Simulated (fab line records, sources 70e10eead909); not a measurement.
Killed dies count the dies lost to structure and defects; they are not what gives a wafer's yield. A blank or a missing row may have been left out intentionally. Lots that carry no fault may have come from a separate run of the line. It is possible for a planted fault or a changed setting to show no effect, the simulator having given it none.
Matching of chambers    flow nand_harc    4 sister chambers for NHARC_P_STI_CMP_21 on cmp-02
The step polishes, t overpolish 20 s, target thk 380.67 nm. 7 wafers are shown with their chamber, then 8 later ones without.

== WAFERS, EACH WITH ITS CHAMBER ==
wafer   chamber  motor_current_A (A)  retaining_ring_pressure_frac
L619.5  3        13.3                 0.992
L622.4  0        11.0                 0.993
L624.5  3        13.3                 1.001
L627.3  2        14.3                 1.005
L627.5  1        10.4                 0.997
L627.6  2        13.5                 1.008
L632.1  1        10.7                 1.003

== WAFERS WHOSE CHAMBER IS MISSING ==
wafer   motor_current_A (A)  retaining_ring_pressure_frac
L632.3  10.5                 1.003
L632.4  13.6                 1.004
L639.2  13.4                 1.003
L639.4  10.3                 0.997
L639.6  10.9                 0.997
L641.1  13.5                 1.001
L641.4  10.5                 1.005
L641.5  13.8                 1.006

== THE CHAMBER EACH PASSED THROUGH ==
wafer    from the rows above       in truth
L632.3   can't be placed: 1 or 0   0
L632.4   can't be placed: 2 or 3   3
L639.2   can't be placed: 3 or 2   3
L639.4   can't be placed: 1 or 0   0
L639.6   can't be placed: 0 or 1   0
L641.1   can't be placed: 3 or 2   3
L641.4   can't be placed: 1 or 0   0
L641.5   2                         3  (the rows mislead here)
0 of 8 placed correctly. Unplaceable from these rows: 7, with the true chamber sitting among the candidates in 7. 1 placed wrongly.
How it was worked out, from the rows above alone: a wafer's distance from a chamber is the root of the sum, over the readings, of the square of ((its reading less the chamber's mean) divided by the reading's scatter). The wafer belongs to the nearest chamber; if the next one is less than 2 further off, it can't be placed. The mean given for a chamber averages the wafers shown for that chamber. The scatter is the square root of a quotient: the sum, over the shown wafers, of each reading's squared deviation from its chamber's mean, divided by wafers minus chambers.
